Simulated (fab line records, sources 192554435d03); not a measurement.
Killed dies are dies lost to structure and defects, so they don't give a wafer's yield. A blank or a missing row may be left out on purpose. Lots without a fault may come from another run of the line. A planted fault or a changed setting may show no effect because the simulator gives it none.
Problem report in the 8D (eight disciplines) form, filled by code | flow n5_finfet | the parts of the form that need people (team, actions taken, sign-off) are left out

1. THE PROBLEM
time_to_endpoint_s at N5_BEOL_M3_CMP_52 reads a mean of 1.6 s on 6 wafers of 2 lots; wafers without a fault read 62.2 s with a standard deviation of 2.7. That is -22 standard deviations from the usual mean.
The step: polishes, stops on SiOC, t overpolish 6.8 s, target thk 40 nm.
First seen on wafer L203.3, day 10 06:29, on cmp-02. The record holds 30 wafers of 10 lots with a number at this step. Rule for "out", or "out of limits": more than 4 standard deviations from the usual mean. The other wafers with a number count as sound.

2. WHAT IT IS AND WHAT IT IS NOT
question                    | is                     | is not
which readings at this step | time_to_endpoint_s     | motor_current_A
which lots                  | L203, L206             | L197, L198, L202, L204, L207, L211, L215, L216
which wafers of those lots  | all that have a number | -
read on which tools         | cmp-01, cmp-02         | cmp-04
when                        | from day 10 06:29      | up to then (9 sound wafers); but 15 sound wafers of L204, L207, L211, L215, L216 came after

3. SUSPECTS, AND WHAT RULES EACH OUT
Counting: a tool at a process step up to the reading stays a suspect if it ran every lot that is out and no sound lot after the first of them.
- ecd_cu-02 at N5_BEOL_M3_ECD_50 (material Cu, target thk 300 nm): ruled out as a lasting fault. Sound lots L207, L204, L211, L215, L216 ran on it after its first lot that is out, L203 (day 10 06:04).
Left after counting: nothing in the record.

4. THE CAUSE (what the simulator had put in)
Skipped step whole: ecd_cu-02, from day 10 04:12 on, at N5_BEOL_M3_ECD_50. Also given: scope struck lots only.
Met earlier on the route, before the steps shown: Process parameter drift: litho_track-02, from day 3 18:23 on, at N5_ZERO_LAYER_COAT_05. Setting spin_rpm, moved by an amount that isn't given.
Counting ruled it out, wrongly: the rule takes a fault to strike every lot that its tool runs from its start on, and this one did not.

5. THE CHAIN OF EFFECTS, in route order
Each row: a reading whose mean over the struck wafers that have a number lies more than 3 standard deviations from the usual. Only readings for which the record gives a usual standard deviation are gone through. hours: the time from each lot's start at the first step in this table that gives one to its start at this step, as a median over the lots. sigmas: the change in usual standard deviations.
hours | step                    | reading              | usual  | on struck wafers | change | sigmas
0     | N5_BEOL_M3_CMP_52       | time_to_endpoint_s   | 62.2 s | 1.6              | -60.6  | -22
128   | N5_PASSIVATION_PROBE_49 | defect_limited_yield | 91.6 % | 0.0              | -91.6  | -57
128   | N5_PASSIVATION_PROBE_49 | killed_at_M0_to_M3   | 32     | 1124             | +1092  | +99 or more
128   | N5_PASSIVATION_PROBE_49 | killed_dies          | 99     | 1180             | +1081  | +60
128   | N5_PASSIVATION_PROBE_49 | killed_on_rim        | 13     | 152              | +139   | +36
128   | N5_PASSIVATION_PROBE_49 | sort_bin_5_function  | 4.9 %  | 96.5             | +91.6  | +92
128   | N5_PASSIVATION_PROBE_49 | sort_n_pass          | 1081   | 0                | -1081  | -60
128   | N5_PASSIVATION_PROBE_49 | sort_yield_pct       | 91.6 % | 0.0              | -91.6  | -57
The process steps in it:
- N5_BEOL_M3_CMP_52: polishes, stops on SiOC, t overpolish 6.8 s, target thk 40 nm.
- N5_PASSIVATION_PROBE_49

6. WHAT WOULD HAVE CAUGHT IT SOONER
In this record the first reading out of limits was taken at day 10 06:29, 2 hours after the fault began at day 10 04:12.
